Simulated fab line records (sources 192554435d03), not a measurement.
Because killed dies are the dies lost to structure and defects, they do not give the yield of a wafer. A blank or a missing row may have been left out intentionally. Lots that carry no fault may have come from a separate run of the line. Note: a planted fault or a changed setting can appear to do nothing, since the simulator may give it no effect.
fab line records ; flow n5-finfet
record: lots: 7; wafers: 21
route steps=1938 shown BEOL_M13@1662 BEOL_M14@1716 BEOL_M15@1773
start-h: the number of hours between the record's first day and the start of the first shown wafer of the lot ; wait-h: hours since the lot's step before ; " repeats the value in the row above ; L1.1+2: a row that stands for several wafers ; - no value present, or no start provided ; * or withheld: withheld ; < > ~ a bound
route shown NAME@n: names a module that has steps shown in the file, with the first one's number in the route ; usual: the fault-free wafers' mean and standard deviation ; same: alike in all rows ; chamber/n: place in a boat ; sites: each site's reading ; _std_site: how widely they spread, as a standard deviation ; _edge_site: the outer-site mean with the inner-site mean subtracted ; radius-mm: for every site, how far away it sits from the centre of the wafer ; mask NAME#n: copy n ; behind: the most recent tool/chamber to have shaped the wafer ; hold: the reason the lot was held/the length of the hold in hours/how it ended ; device: the transistor (n, p or np) that didn't switch ; end of line: tests run on the same wafers once the route is complete ; a step without rows: its recipe alone ; killed: at the first sort, the dies lost to defects and structure; wafer yield is something else ; map: dies across one wafer; x = killed, . = not, _ = none there
set.NAME: the setting as run; set.NAME@STEP: as run at that earlier step ; model.NAME: the simulator's own value behind a step, which no gauge read
lots whose settings were changed on purpose; a table a step, a row a wafer
== steps ==
step: N5_BEOL_M13_COAT_04
recipe: spin-rpm: 1625; resist-thk-nm: 400
lot.wafer;tool;chamber;start-h;wait-h;set.spin-rpm;model.coat_of_BEOL_M13_COAT_04.thk-nm
L075.3;litho-track-05;0;-;-;1625;399.2
L075.5+6;litho-track-05;0;-;-;1625;399.6
L074.1;litho-track-02;0;-;-;1517;414.4
L074.3;litho-track-02;0;-;-;1517;414.8
L074.5;litho-track-02;0;-;-;1625;399.8
L076.2;litho-track-01;0;-;-;1625;400.4
L076.4;litho-track-01;0;-;-;1625;401
L076.6;litho-track-01;0;-;-;1625;400
L077.1;litho-track-05;0;-;-;1625;399.4
L077.2;litho-track-05;0;-;-;1625;400
L077.5;litho-track-05;0;-;-;1451;423.2
L084.3;litho-track-05;0;-;-;1625;399
L084.4;litho-track-05;0;-;-;1625;400.6
L084.5;litho-track-05;0;-;-;1625;399.6
L086.1;litho-track-02;0;-;-;1625;399.4
L086.3;litho-track-02;0;-;-;1758;383.4
L086.5;litho-track-02;0;-;-;1625;398.6
L096.4;litho-track-02;0;-;-;1625;400.2
L096.5;litho-track-02;0;-;-;1697;390.8
L096.6;litho-track-02;0;-;-;1697;390.6
step: N5_BEOL_M13_EBR_06
recipe: solvent: PGMEA; ebr-width-mm: 1.5
step: N5_BEOL_M13_SOFTBAKE_05
recipe: temp-c: 130; time-s: 60
step: N5_BEOL_M13_DESCUM_15
recipe: chemistry: O2; time-s: 7.9; source-power-w: 50; bias-power-w: 20; pressure-mtorr: 20; rf-frequency-hz: 2.712e+07; temp-c: 40; o2-flow-sccm: 225
step: N5_BEOL_M13_ETCH_59
recipe: chemistry: N2/H2; target: BARC; target-depth-a: 890; overetch-a: 267; time-s: 67.9; ion-energy-ev: 200; pressure-mtorr: 30; source-w: 840; bias-w: 150; n2-flow-sccm: 200; h2-flow-sccm: 200
step: N5_BEOL_M13_VIA_ETCH_16
recipe: chemistry: C4F8/O2/Ar; target: SiOC; pressure-mtorr: 30; source-w: 3000; bias-w: 700; Ar_flow_sccm: 400; C4F8_flow_sccm: 15; O2_flow_sccm: 8; he-inner-torr: 15; he-outer-torr: 30; target-depth-a: 9217; time-s: withheld; ion-energy-ev: 250; ends: cleared
lot.wafer;tool;chamber;start-h;wait-h;set.spin-rpm@BEOL_M13_COAT_04;model.coat_of_BEOL_M13_COAT_04.thk-nm
L075.3;rie-diel-04;1;304.25;0.0;1625;68
L075.5;rie-diel-04;0;304.25;0.0;1625;68.6
L075.6;rie-diel-04;1;304.25;0.0;1625;64.8
L074.1;rie-diel-06;2;307.70;0.0;1517;86.8
L074.3;rie-diel-06;1;307.70;0.0;1517;85.8
L074.5;rie-diel-06;3;307.70;0.0;1625;70.8
L076.2;rie-diel-04;0;311.73;0.0;1625;76.8
L076.4;rie-diel-04;1;311.73;0.0;1625;67
L076.6;rie-diel-04;0;311.73;0.0;1625;71.2
L077.1;rie-diel-04;2;328.19;0.0;1625;72.4
L077.2;rie-diel-04;1;328.19;0.0;1625;68.8
L077.5;rie-diel-04;2;328.19;0.0;1451;89
L084.3;rie-diel-01;0;361.60;0.0;1625;73.8
L084.4;rie-diel-01;2;361.60;0.0;1625;69.4
L084.5;rie-diel-01;2;361.60;0.0;1625;66.4
L086.1;rie-diel-06;0;422.01;0.0;1625;69.8
L086.3;rie-diel-06;1;422.01;0.0;1758;53.6
L086.5;rie-diel-06;1;422.01;0.0;1625;65
L096.4;rie-diel-01;2;441.45;0.0;1625;67.6
L096.5;rie-diel-01;0;441.45;0.0;1697;58.2
L096.6;rie-diel-01;3;441.45;0.0;1697;64.8
step: N5_BEOL_M13_STRIP_63
recipe: chemistry: N2/H2; power-w: 1000; temp-c: 250; h2-frac: 0.65; overash-fraction: 0.3; pressure-mtorr: 1000; n2-flow-sccm: 1750; h2-flow-sccm: 3250
usual: strip-time-to-endpoint-s: 27.5/1.1
lot.wafer;tool;chamber;start-h;wait-h;set.spin-rpm@BEOL_M13_COAT_04;strip-time-to-endpoint-s
L075.3;plasma-asher-02;1;304.50;-;1625;27.1
L075.5;plasma-asher-02;1;304.50;-;1625;27.2
L075.6;plasma-asher-02;0;304.50;-;1625;26.1
L074.1;plasma-asher-01;1;307.96;-;1517;32.5
L074.3;plasma-asher-01;1;307.96;-;1517;32.2
L074.5;plasma-asher-01;1;307.96;-;1625;27.9
L076.2;plasma-asher-01;0;311.96;-;1625;29.7
L076.4;plasma-asher-01;0;311.96;-;1625;26.8
L076.6;plasma-asher-01;0;311.96;-;1625;28.0
L077.1;plasma-asher-02;1;328.43;-;1625;28.4
L077.2;plasma-asher-02;0;328.43;-;1625;27.3
L077.5;plasma-asher-02;0;328.43;-;1451;33.1
L084.3;plasma-asher-02;0;361.86;-;1625;28.8
L084.4;plasma-asher-02;1;361.86;-;1625;27.5
L084.5;plasma-asher-02;0;361.86;-;1625;26.5
L086.1;plasma-asher-01;0;422.25;-;1625;27.6
L086.3;plasma-asher-01;0;422.25;-;1758;22.7
L086.5;plasma-asher-01;1;422.25;-;1625;26.2
L096.4;plasma-asher-01;0;441.74;-;1625;27.0
L096.5;plasma-asher-01;0;441.74;-;1697;24.2
L096.6;plasma-asher-01;1;441.74;-;1697;26.2
step: N5_BEOL_M14_ILD_DEP_00
recipe: material: SiO2; target-thk-a: 11193; temp-c: 400; precursor: TEOS/O2; pressure-torr: 6.5; rf-w: 900; teos-flow-sccm: 161.4; gas: O2; flow-sccm: 2650; time-s: 237.4
lot.wafer;tool;chamber;start-h;wait-h;set.temp-c;model.SiO2_of_BEOL_M14_ILD_DEP_00.thk-nm
L075.3;pecvd-03;1;308.40;0.0;400;1097
L075.5;pecvd-03;2;308.40;0.0;400;1126
L075.6;pecvd-03;1;308.40;0.0;400;1109
L074.1;pecvd-02;1;316.02;0.0;400;1133
L074.3;pecvd-02;2;316.02;0.0;404.9;1050
L074.5;pecvd-02;0;316.02;0.0;400;1132
L076.2;pecvd-02;0;317.77;0.0;400;1095
L076.4;pecvd-02;2;317.77;0.0;400;1117
L076.6;pecvd-02;1;317.77;0.0;400;1133
L077.1;pecvd-02;1;335.41;0.0;403;1092
L077.2;pecvd-02;0;335.41;0.0;403;1095
L077.5;pecvd-02;0;335.41;0.0;400;1134
L084.3;pecvd-01;1;366.22;0.0;400;1114
L084.4;pecvd-01;2;366.22;0.0;400;1139
L084.5;pecvd-01;0;366.22;0.0;400;1117
L086.1;pecvd-01;0;428.96;0.0;400;1084
L086.3;pecvd-01;2;428.96;0.0;394.8;1135
L086.5;pecvd-01;1;428.96;0.0;394.8;1166
L096.4;pecvd-01;1;453.76;0.1;402.8;1117
L096.5;pecvd-01;0;453.76;0.1;402.8;1095
L096.6;pecvd-01;2;453.76;0.1;400;1117
step: N5_BEOL_M14_THK_MEAS_01
recipe: reads: SiO2_of_BEOL_M14_ILD_DEP_00
usual: M14_ILD_THK: 1115/17
lot.wafer;tool;chamber;start-h;wait-h;set.temp-c@BEOL_M14_ILD_DEP_00;M14_ILD_THK[nm]
L075.3;film-metro-01;-;308.59;0.1;400;1098
L075.5;film-metro-01;-;308.59;0.1;400;1126
L075.6;film-metro-01;-;308.59;0.1;400;1109
L074.1;film-metro-01;-;316.21;0.1;400;1134
L074.3;film-metro-01;-;316.21;0.1;404.9;1050
L074.5;film-metro-01;-;316.21;0.1;400;1132
L076.2;film-metro-01;-;317.96;0.1;400;1096
L076.4;film-metro-01;-;317.96;0.1;400;1117
L076.6;film-metro-01;-;317.96;0.1;400;1133
L077.1;film-metro-01;-;335.60;0.1;403;1091
L077.2;film-metro-01;-;335.60;0.1;403;1093
L077.5;film-metro-01;-;335.60;0.1;400;1135
L084.3;film-metro-02;-;366.41;0.1;400;1114
L084.4;film-metro-02;-;366.41;0.1;400;1140
L084.5;film-metro-02;-;366.41;0.1;400;1116
L086.1;film-metro-02;-;429.15;0.1;400;1083
L086.3;film-metro-02;-;429.15;0.1;394.8;1136
L086.5;film-metro-02;-;429.15;0.1;394.8;1167
L096.4;film-metro-02;-;453.87;0.0;402.8;1116
L096.5;film-metro-02;-;453.87;0.0;402.8;1094
L096.6;film-metro-02;-;453.87;0.0;400;1117
step: N5_BEOL_M14_EXPOSE_07
recipe: mask-id: V13; na: 0.8; source-shape: annular; sigma-inner: 0.5; sigma-outer: 0.8; polarization: unpolarized; attpsm-phase-deg: 180; dose-mj: 57
lot.wafer;tool;chamber;start-h;wait-h;mask;set.dose-mj
L075.3+5+6;krf-scanner-01;0;308.73;-;V13#0;57
L074.1;krf-scanner-01;0;316.34;-;V13#0;54.71
L074.3+5;krf-scanner-01;0;316.34;-;V13#0;57
L076.2+4;krf-scanner-02;0;318.22;-;V13#0;57
L076.6;krf-scanner-02;0;318.22;-;V13#0;53.8
L077.1+5;krf-scanner-01;0;335.73;-;V13#0;57
L077.2;krf-scanner-01;0;335.73;-;V13#0;55.91
L084.3+4+5;krf-scanner-01;0;366.68;-;V13#0;57
L086.1+5;krf-scanner-01;0;429.41;-;V13#0;57
L086.3;krf-scanner-01;0;429.41;-;V13#0;54.75
L096.4+5+6;krf-scanner-02;0;454.14;-;V13#0;57
step: N5_BEOL_M14_PEB_08
recipe: peb-temp-c: 130; peb-time-s: 90
step: N5_BEOL_M14_DEVELOP_09
recipe: develop-time-s: 45; rinse-liquid: diw; dry: air-spin; dev-temp-c: 21
step: N5_BEOL_M14_HARDBAKE_14
recipe: temp-c: 130; time-s: 120
step: N5_BEOL_M14_CD_MEAS_10
recipe: target-cd-nm: 250; landing-energy-ev: 500; detector: se-inlens; polarity: opening
usual: cd-nm: 249.6/1.6
lot.wafer;tool;chamber;start-h;wait-h;set.dose-mj@BEOL_M14_EXPOSE_07;cd-nm
L075.3;cd-sem-02;0;308.90;-;57;252.1
L075.5;cd-sem-02;0;308.90;-;57;251.0
L075.6;cd-sem-02;0;308.90;-;57;252.5
L074.1;cd-sem-02;0;316.52;-;54.71;244.4
L074.3;cd-sem-02;0;316.52;-;57;248.7
L074.5;cd-sem-02;0;316.52;-;57;248.6
L076.2;cd-sem-03;0;318.39;-;57;247.1
L076.4;cd-sem-03;0;318.39;-;57;250.5
L076.6;cd-sem-03;0;318.39;-;53.8;240.0
L077.1;cd-sem-01;0;335.90;-;57;247.2
L077.2;cd-sem-01;0;335.90;-;55.91;243.2
L077.5;cd-sem-01;0;335.90;-;57;246.0
L084.3;cd-sem-01;0;366.85;-;57;249.8
L084.4;cd-sem-01;0;366.85;-;57;251.3
L084.5;cd-sem-01;0;366.85;-;57;251.4
L086.1;cd-sem-01;0;429.58;-;57;249.7
L086.3;cd-sem-01;0;429.58;-;54.75;242.9
L086.5;cd-sem-01;0;429.58;-;57;251.7
L096.4;cd-sem-01;0;454.30;-;57;250.4
L096.5;cd-sem-01;0;454.30;-;57;249.9
L096.6;cd-sem-01;0;454.30;-;57;247.8
step: N5_BEOL_M14_DESCUM_15
recipe: chemistry: O2; time-s: 7.9; source-power-w: 50; bias-power-w: 20; pressure-mtorr: 20; rf-frequency-hz: 2.712e+07; temp-c: 40; o2-flow-sccm: 225
step: N5_BEOL_M14_ETCH_59
recipe: chemistry: N2/H2; target: BARC; target-depth-a: 890; overetch-a: 267; time-s: 67.9; ion-energy-ev: 200; pressure-mtorr: 30; source-w: 840; bias-w: 150; n2-flow-sccm: 200; h2-flow-sccm: 200
step: N5_BEOL_M14_VIA_ETCH_16
recipe: chemistry: C4F8/O2/Ar; target: SiO2; he-inner-torr: 15; he-outer-torr: 30; target-depth-a: 12313; time-s: withheld; ion-energy-ev: 800; pressure-mtorr: 20; source-w: 1905; bias-w: 2040; Ar_flow_sccm: 400; C4F8_flow_sccm: 16; O2_flow_sccm: 12; ends: cleared
lot.wafer;tool;chamber;start-h;wait-h;set.temp-c@BEOL_M14_ILD_DEP_00;model.etch.depth-nm;model.coat_of_BEOL_M14_COAT_04.thk-nm
L075.3;rie-diel-05;1;309.07;0.0;400;1097;467.6
L075.5;rie-diel-05;1;309.07;0.0;400;1126;459.2
L075.6;rie-diel-05;3;309.07;0.0;400;1109;461.4
L074.1;rie-diel-03;2;316.80;0.0;400;1133;444
L074.3;rie-diel-03;0;316.80;0.0;404.9;1050;469.4
L074.5;rie-diel-03;3;316.80;0.0;400;1132;447.2
L076.2;rie-diel-05;2;318.72;0.0;400;1095;455.6
L076.4;rie-diel-05;3;318.72;0.0;400;1117;457.8
L076.6;rie-diel-05;1;318.72;0.0;400;1133;453.8
L077.1;rie-diel-03;1;336.08;0.0;403;1092;457.8
L077.2;rie-diel-03;0;336.08;0.0;403;1095;458.6
L077.5;rie-diel-03;2;336.08;0.0;400;1134;445
L084.3;rie-diel-02;3;367.38;0.0;400;1114;451
L084.4;rie-diel-02;1;367.38;0.0;400;1139;447.8
L084.5;rie-diel-02;1;367.38;0.0;400;1117;453.8
L086.1;rie-diel-03;1;429.76;0.0;400;1084;462.4
L086.3;rie-diel-03;3;429.76;0.0;394.8;1135;446
L086.5;rie-diel-03;3;429.76;0.0;394.8;1166;438.2
L096.4;rie-diel-03;1;454.88;0.0;402.8;1117;453
L096.5;rie-diel-03;2;454.88;0.0;402.8;1095;460
L096.6;rie-diel-03;3;454.88;0.0;400;1117;450
step: N5_BEOL_M14_STRIP_63
recipe: chemistry: O2; power-w: 600; temp-c: 60; pressure-mtorr: 30; rf-frequency-hz: 6e+07; bias-power-w: 0; overash-fraction: 0.3; o2-flow-sccm: 225
step: N5_BEOL_M14_STRIP_64
recipe: chemistry: O2; power-w: 600; temp-c: 60; pressure-mtorr: 30; rf-frequency-hz: 6e+07; bias-power-w: 0; overash-fraction: 0.3; o2-flow-sccm: 225
step: N5_BEOL_M14_STRIP_71
recipe: chemistry: post-etch-residue-remover; time-s: 60; temp-c: 25; remover-ph: withheld; remover-water-wt-pct: withheld; remover-fluoride-wt-pct: withheld
step: N5_BEOL_M14_SRD_72
recipe: time-s: 30; temp-c: 23; rinse-liquid: diw; dry: n2-spin; spin-rpm: 1500; dry-time-s: 30
step: N5_BEOL_M14_CD_MEAS_17
recipe: target-cd-nm: 250; polarity: opening
usual: cd-nm: 250.2/1.9
lot.wafer;tool;chamber;start-h;wait-h;set.dose-mj@BEOL_M14_EXPOSE_07;cd-nm
L075.3;cd-sem-03;-;309.42;0.0;57;251.8
L075.5;cd-sem-03;-;309.42;0.0;57;251.9
L075.6;cd-sem-03;-;309.42;0.0;57;251.7
L074.1;cd-sem-03;-;317.15;0.0;54.71;245.0
L074.3;cd-sem-03;-;317.15;0.0;57;249.1
L074.5;cd-sem-03;-;317.15;0.0;57;249.2
L076.2;cd-sem-03;-;319.06;0.0;57;246.8
L076.4;cd-sem-03;-;319.06;0.0;57;250.5
L076.6;cd-sem-03;-;319.06;0.0;53.8;239.8
L077.1;cd-sem-02;-;336.43;0.0;57;247.6
L077.2;cd-sem-02;-;336.43;0.0;55.91;243.6
L077.5;cd-sem-02;-;336.43;0.0;57;246.0
L084.3;cd-sem-02;-;367.74;0.0;57;248.2
L084.4;cd-sem-02;-;367.74;0.0;57;251.7
L084.5;cd-sem-02;-;367.74;0.0;57;251.0
L086.1;cd-sem-02;-;430.11;0.0;57;251.2
L086.3;cd-sem-02;-;430.11;0.0;54.75;244.7
L086.5;cd-sem-02;-;430.11;0.0;57;252.8
L096.4;cd-sem-03;-;455.24;0.0;57;250.5
L096.5;cd-sem-03;-;455.24;0.0;57;248.8
L096.6;cd-sem-03;-;455.24;0.0;57;248.0
step: N5_BEOL_M14_COAT_65
recipe: resist: SOC; temp-c: 250; time-s: 60; spin-rpm: 1500; resist-thk-nm: 450
step: N5_BEOL_M14_COAT_66
recipe: resist: SiARC; temp-c: 220; time-s: 60; spin-rpm: 1500; resist-thk-nm: 110
step: N5_BEOL_M14_STRIP_37
recipe: chemistry: O2; power-w: 600; temp-c: 60; pressure-mtorr: 30; rf-frequency-hz: 6e+07; bias-power-w: 0; overash-fraction: 0.3; o2-flow-sccm: 225
step: N5_BEOL_M14_ETCH_38
recipe: chemistry: CF4/N2; target: SiCN; target-depth-a: 1065; taper-deg: 2; time-s: 120.6; ion-energy-ev: 150; mask-material: SiO2; pressure-mtorr: 40; source-w: 430; bias-w: 70; Ar_flow_sccm: 100; cf4-flow-sccm: 60; n2-flow-sccm: 60
lot.wafer;tool;chamber;start-h;wait-h;set.temp-c@BEOL_M14_ILD_DEP_00;model.SiO2_of_BEOL_M14_ILD_DEP_00.thk-nm
L075.3;rie-diel-03;2;-;-;400;1031
L075.5;rie-diel-03;3;-;-;400;1057
L075.6;rie-diel-03;0;-;-;400;1044
L074.1+5;rie-diel-03;0;-;-;400;1067
L074.3;rie-diel-03;3;-;-;404.9;981.4
L076.2;rie-diel-05;2;-;-;400;1030
L076.4;rie-diel-05;1;-;-;400;1053
L076.6;rie-diel-05;3;-;-;400;1069
L077.1;rie-diel-03;2;-;-;403;1027
L077.2;rie-diel-03;1;-;-;403;1031
L077.5;rie-diel-03;2;-;-;400;1070
L084.3;rie-diel-03;1;-;-;400;1049
L084.4;rie-diel-03;3;-;-;400;1072
L084.5;rie-diel-03;0;-;-;400;1052
L086.1;rie-diel-05;3;-;-;400;1021
L086.3;rie-diel-05;2;-;-;394.8;1073
L086.5;rie-diel-05;1;-;-;394.8;1103
L096.4;rie-diel-02;3;-;-;402.8;1051
L096.5;rie-diel-02;2;-;-;402.8;1031
L096.6;rie-diel-02;3;-;-;400;1051
step: N5_BEOL_M14_SPUTTER_43
recipe: material: TaN; target-thk-a: 150; temp-c: 50; bias-v: 168.6; power-w: 15000; chamber-pressure-pa: 0.12; time-s: 24.19
lot.wafer;tool;chamber;start-h;wait-h;set.power-w;model.TaN_of_BEOL_M14_SPUTTER_43.thk-nm
L075.3+6;pvd-sputter-03;-;311.55;0.0;15000;14.8
L075.5;pvd-sputter-03;-;311.55;0.0;15000;15
L074.1;pvd-sputter-02;-;319.09;0.0;16050;16
L074.3;pvd-sputter-02;-;319.09;0.0;15000;15
L074.5;pvd-sputter-02;-;319.09;0.0;15000;14.8
L076.2;pvd-sputter-01;-;322.87;0.0;15000;15.4
L076.4;pvd-sputter-01;-;322.87;0.0;12380;12.6
L076.6;pvd-sputter-01;-;322.87;0.0;15000;15.2
L077.1+2+5;pvd-sputter-01;-;338.20;0.0;15000;15.4
L084.3;pvd-sputter-01;-;371.43;0.0;15990;16
L084.4;pvd-sputter-01;-;371.43;0.0;15000;14.8
L084.5;pvd-sputter-01;-;371.43;0.0;15000;15
L086.1+5;pvd-sputter-01;-;434.31;0.0;14260;14.4
L086.3;pvd-sputter-01;-;434.31;0.0;15000;15.2
L096.4;pvd-sputter-03;-;459.57;0.0;15000;15.2
L096.5;pvd-sputter-03;-;459.57;0.0;12880;12.6
L096.6;pvd-sputter-03;-;459.57;0.0;12880;13
step: N5_BEOL_M15_ILD_DEP_00
recipe: material: SiO2; target-thk-a: 16293; temp-c: 400; precursor: TEOS/O2; pressure-torr: 6.5; rf-w: 900; teos-flow-sccm: 161.4; gas: O2; flow-sccm: 2650; time-s: 346.1
lot.wafer;tool;chamber;start-h;wait-h;set.time-s;model.SiO2_of_BEOL_M15_ILD_DEP_00.thk-nm
L075.3;pecvd-02;0;313.32;0.0;346.1;1604
L075.5;pecvd-02;1;313.32;0.0;346.1;1623
L075.6;pecvd-02;2;313.32;0.0;346.1;1625
L074.1;pecvd-01;1;320.34;0.0;346.1;1623
L074.3;pecvd-01;2;320.34;0.0;346.1;1611
L074.5;pecvd-01;2;320.34;0.0;316.6;1480
L076.2;pecvd-01;1;326.04;0.0;346.1;1614
L076.4;pecvd-01;1;326.04;0.0;315.5;1498
L076.6;pecvd-01;2;326.04;0.0;315.5;1472
L077.1;pecvd-01;0;339.45;0.0;346.1;1600
L077.2;pecvd-01;2;339.45;0.0;325.7;1519
L077.5;pecvd-01;2;339.45;0.0;325.7;1530
L084.3;pecvd-01;1;372.85;0.0;346.1;1608
L084.4;pecvd-01;0;372.85;0.0;346.1;1634
L084.5;pecvd-01;1;372.85;0.0;388.4;1849
L086.1;pecvd-01;1;435.56;0.0;393.2;1873
L086.3;pecvd-01;0;435.56;0.0;346.1;1594
L086.5;pecvd-01;0;435.56;0.0;346.1;1639
L096.4;pecvd-01;1;461.48;0.1;346.1;1650
L096.5;pecvd-01;0;461.48;0.1;364.8;1702
L096.6;pecvd-01;2;461.48;0.1;346.1;1630
step: N5_BEOL_M15_THK_MEAS_01
recipe: reads: SiO2_of_BEOL_M15_ILD_DEP_00
usual: M15_ILD_THK: 1619/21
lot.wafer;tool;chamber;start-h;wait-h;set.time-s@BEOL_M15_ILD_DEP_00;M15_ILD_THK[nm]
L075.3;film-metro-01;-;313.57;0.1;346.1;1604
L075.5;film-metro-01;-;313.57;0.1;346.1;1622
L075.6;film-metro-01;-;313.57;0.1;346.1;1624
L074.1;film-metro-02;-;320.59;0.1;346.1;1623
L074.3;film-metro-02;-;320.59;0.1;346.1;1610
L074.5;film-metro-02;-;320.59;0.1;316.6;1480
L076.2;film-metro-02;-;326.29;0.1;346.1;1613
L076.4;film-metro-02;-;326.29;0.1;315.5;1498
L076.6;film-metro-02;-;326.29;0.1;315.5;1472
L077.1;film-metro-01;-;339.70;0.1;346.1;1601
L077.2;film-metro-01;-;339.70;0.1;325.7;1521
L077.5;film-metro-01;-;339.70;0.1;325.7;1530
L084.3;film-metro-01;-;373.10;0.1;346.1;1608
L084.4;film-metro-01;-;373.10;0.1;346.1;1634
L084.5;film-metro-01;-;373.10;0.1;388.4;1851
L086.1;film-metro-02;-;435.81;0.1;393.2;1873
L086.3;film-metro-02;-;435.81;0.1;346.1;1593
L086.5;film-metro-02;-;435.81;0.1;346.1;1640
L096.4;film-metro-02;-;461.63;0.0;346.1;1651
L096.5;film-metro-02;-;461.63;0.0;364.8;1701
L096.6;film-metro-02;-;461.63;0.0;346.1;1630
step: N5_BEOL_M15_COAT_58
recipe: resist: BARC; temp-c: 205; time-s: 60; spin-rpm: 1500; resist-thk-nm: 89
step: N5_BEOL_M15_COAT_04
recipe: spin-rpm: 1704; resist-thk-nm: 800
step: N5_BEOL_M15_DESCUM_15
recipe: chemistry: O2; time-s: 7.9; source-power-w: 50; bias-power-w: 20; pressure-mtorr: 20; rf-frequency-hz: 2.712e+07; temp-c: 40; o2-flow-sccm: 225
step: N5_BEOL_M15_ETCH_59
recipe: chemistry: N2/H2; target: BARC; target-depth-a: 890; overetch-a: 267; time-s: 67.9; ion-energy-ev: 200; pressure-mtorr: 30; source-w: 840; bias-w: 150; n2-flow-sccm: 200; h2-flow-sccm: 200
step: N5_BEOL_M15_VIA_ETCH_16
recipe: chemistry: C4F8/O2/Ar; target: SiO2; he-inner-torr: 15; he-outer-torr: 30; target-depth-a: 17922; time-s: withheld; ion-energy-ev: 800; pressure-mtorr: 20; source-w: 1905; bias-w: 2040; Ar_flow_sccm: 400; C4F8_flow_sccm: 16; O2_flow_sccm: 12; ends: cleared
lot.wafer;tool;chamber;start-h;wait-h;set.time-s@BEOL_M15_ILD_DEP_00;model.etch.depth-nm;model.coat_of_BEOL_M15_COAT_04.thk-nm
L075.3;rie-diel-04;0;314.24;0.0;*;1604;340.2
L075.5;rie-diel-04;3;314.24;0.0;*;1623;332.2
L075.6;rie-diel-04;2;314.24;0.0;*;1625;330.4
L074.1;rie-diel-04;0;321.49;0.0;*;1623;334.6
L074.3;rie-diel-04;2;321.49;0.0;*;1611;333.6
L074.5;rie-diel-04;0;321.49;0.0;*;1480;370.6
L076.2;rie-diel-01;3;326.90;0.0;*;1614;331.4
L076.4;rie-diel-01;0;326.90;0.0;*;1498;363.4
L076.6;rie-diel-01;0;326.90;0.0;*;1472;367.2
L077.1;rie-diel-01;2;340.18;0.0;*;1600;335.4
L077.2;rie-diel-01;0;340.18;0.0;*;1519;361.8
L077.5;rie-diel-01;3;340.18;0.0;*;1530;352.8
L084.3;rie-diel-04;2;373.58;0.0;*;1608;336.2
L084.4;rie-diel-04;0;373.58;0.0;*;1634;337.4
L084.5;rie-diel-04;2;373.58;0.0;*;1849;278.2
L086.1;rie-diel-06;2;436.29;0.0;*;1873;262.2
L086.3;rie-diel-06;3;436.29;0.0;*;1594;336.2
L086.5;rie-diel-06;2;436.29;0.0;*;1639;320.8
L096.4;rie-diel-06;2;462.23;0.0;*;1650;315.2
L096.5;rie-diel-06;2;462.23;0.0;*;1702;303.2
L096.6;rie-diel-06;1;462.23;0.0;*;1630;334.2
== key ==
split: step: N5_BEOL_M13_COAT_04; setting: spin-rpm; stated: 1625; by: wafer
response: step: N5_BEOL_M13_COAT_04; reading: model.coat_of_BEOL_M13_COAT_04.thk-nm; change: -2.12; per: 1%; r: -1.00
response: step: N5_BEOL_M13_VIA_ETCH_16; reading: model.coat_of_BEOL_M13_COAT_04.thk-nm; change: -1.79; per: 1%; r: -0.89
response: step: N5_BEOL_M13_STRIP_63; reading: strip-time-to-endpoint-s; change: *; per: 1%; r: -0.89
split: step: N5_BEOL_M14_ILD_DEP_00; setting: temp-c; stated: 400; by: wafer
response: step: N5_BEOL_M14_ILD_DEP_00; reading: model.SiO2_of_BEOL_M14_ILD_DEP_00.thk-nm; change: -53.3; per: 1%; r: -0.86
response: step: N5_BEOL_M14_THK_MEAS_01; reading: M14_ILD_THK; change: -54.1; per: 1%; r: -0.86
response: step: N5_BEOL_M14_VIA_ETCH_16; reading: model.etch.depth-nm; change: -53.3; per: 1%; r: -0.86
response: step: N5_BEOL_M14_VIA_ETCH_16; reading: model.coat_of_BEOL_M14_COAT_04.thk-nm; change: +16.5; per: 1%; r: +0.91
response: step: N5_BEOL_M14_ETCH_38; reading: model.SiO2_of_BEOL_M14_ILD_DEP_00.thk-nm; change: -54; per: 1%; r: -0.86
split: step: N5_BEOL_M14_EXPOSE_07; setting: dose-mj; stated: 57; by: wafer
response: step: N5_BEOL_M14_CD_MEAS_10; reading: cd-nm; change: +1.56; per: 1%; r: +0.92
response: step: N5_BEOL_M14_CD_MEAS_17; reading: cd-nm; change: +1.51; per: 1%; r: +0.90
split: step: N5_BEOL_M14_SPUTTER_43; setting: power-w; stated: 15000; by: wafer
response: step: N5_BEOL_M14_SPUTTER_43; reading: model.TaN_of_BEOL_M14_SPUTTER_43.thk-nm; change: +0.161; per: 1%; r: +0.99
split: step: N5_BEOL_M15_ILD_DEP_00; setting: time-s; stated: 346.1; by: wafer
response: step: N5_BEOL_M15_ILD_DEP_00; reading: model.SiO2_of_BEOL_M15_ILD_DEP_00.thk-nm; change: +17; per: 1%; r: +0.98
response: step: N5_BEOL_M15_THK_MEAS_01; reading: M15_ILD_THK; change: +17; per: 1%; r: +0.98
response: step: N5_BEOL_M15_VIA_ETCH_16; reading: model.etch.depth-nm; change: +17; per: 1%; r: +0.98
response: step: N5_BEOL_M15_VIA_ETCH_16; reading: model.coat_of_BEOL_M15_COAT_04.thk-nm; change: -4.5; per: 1%; r: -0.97
